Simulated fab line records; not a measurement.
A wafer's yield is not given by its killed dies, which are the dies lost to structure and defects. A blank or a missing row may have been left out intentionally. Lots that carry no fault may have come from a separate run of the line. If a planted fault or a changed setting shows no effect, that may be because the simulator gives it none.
Chamber matching | flow nandHarc | 4 sister chambers for NHARC_A_CHANNEL_HOLE_D1_ETCH_44 on rieDiel-11
The step etches the open film in CF4/O2, target depth 140 nm, overetch 14 nm, time 77 s. 18 wafers are shown with their chamber, then 8 later ones without.

WAFERS WITH THEIR CHAMBER
wafer  | chamber | drypumpMotorCurrentA (A) | rfVppV (V) | oesProductAu (a.u.)
L540.2 | 1       | 5.6                      | 196.2      | 1.002
L540.4 | 3       | 5.4                      | 195.8      | 1.004
L540.6 | 3       | 5.4                      | 195.8      | 1.009
L541.1 | 0       | 4.9                      | 197.4      | 1.013
L541.5 | 2       | 6.6                      | 200.3      | 0.997
L541.6 | 1       | 5.6                      | 196.6      | 1.003
L551.6 | 2       | 6.6                      | 199.0      | 1.009
L552.4 | 0       | 4.9                      | 196.2      | 1.001
L553.1 | 0       | 4.9                      | 195.4      | 0.996
L553.2 | 2       | 6.6                      | 199.4      | 1.003
L553.3 | 3       | 5.3                      | 196.5      | 1.022
L554.4 | 1       | 5.6                      | 195.3      | 0.995
L554.5 | 0       | 4.9                      | 198.9      | 1.010
L554.6 | 1       | 5.6                      | 194.5      | 0.997
L556.2 | 2       | 6.6                      | 198.8      | 1.000
L556.3 | 0       | 4.9                      | 196.3      | 1.006
L556.6 | 2       | 6.6                      | 198.3      | 1.000
L559.2 | 2       | 6.6                      | 198.8      | 0.998

SIGNATURES (means of the wafers above)
reading              | chamber 0 | chamber 1 | chamber 2 | chamber 3 | scatter within a chamber
drypumpMotorCurrentA | 4.900     | 5.600     | 6.600     | 5.367     | 0.0218
rfVppV               | 196.840   | 195.650   | 199.100   | 196.033   | 0.951
oesProductAu         | 1.00520   | 0.99925   | 1.00117   | 1.01167   | 0.00597
Rule: a wafer's distance from a chamber is the root of the sum, over the readings, of the square of ((its reading less the chamber's mean) divided by the reading's scatter). If the next closest chamber is less than 2 further off than the closest, the wafer can't be placed; otherwise it belongs to the closest. The scatter: take each reading less its chamber's mean, square it, sum over the shown wafers, divide by the number of wafers less the number of chambers, and take the root.

WAFERS WITH NO CHAMBER GIVEN
wafer  | drypumpMotorCurrentA (A) | rfVppV (V) | oesProductAu (a.u.)
L559.4 | 5.6                      | 195.3      | 1.002
L559.6 | 4.9                      | 197.0      | 1.005
L561.1 | 6.6                      | 198.2      | 0.997
L561.4 | 4.8                      | 196.8      | 1.007
L561.6 | 6.6                      | 199.5      | 1.005
L562.1 | 5.4                      | 197.5      | 1.007
L562.5 | 4.9                      | 196.7      | 1.003
L562.6 | 5.4                      | 196.4      | 1.011

THE CHAMBER EACH PASSED THROUGH
wafer  | from the rows above | in truth
L559.4 | 1                   | 1
L559.6 | 0                   | 0
L561.1 | 2                   | 2
L561.4 | 0                   | 0
L561.6 | 2                   | 2
L562.1 | 3                   | 3
L562.5 | 0                   | 0
L562.6 | 3                   | 3
8 of 8 placed correctly. From these rows, 0 cannot be placed. 0 placed wrongly.
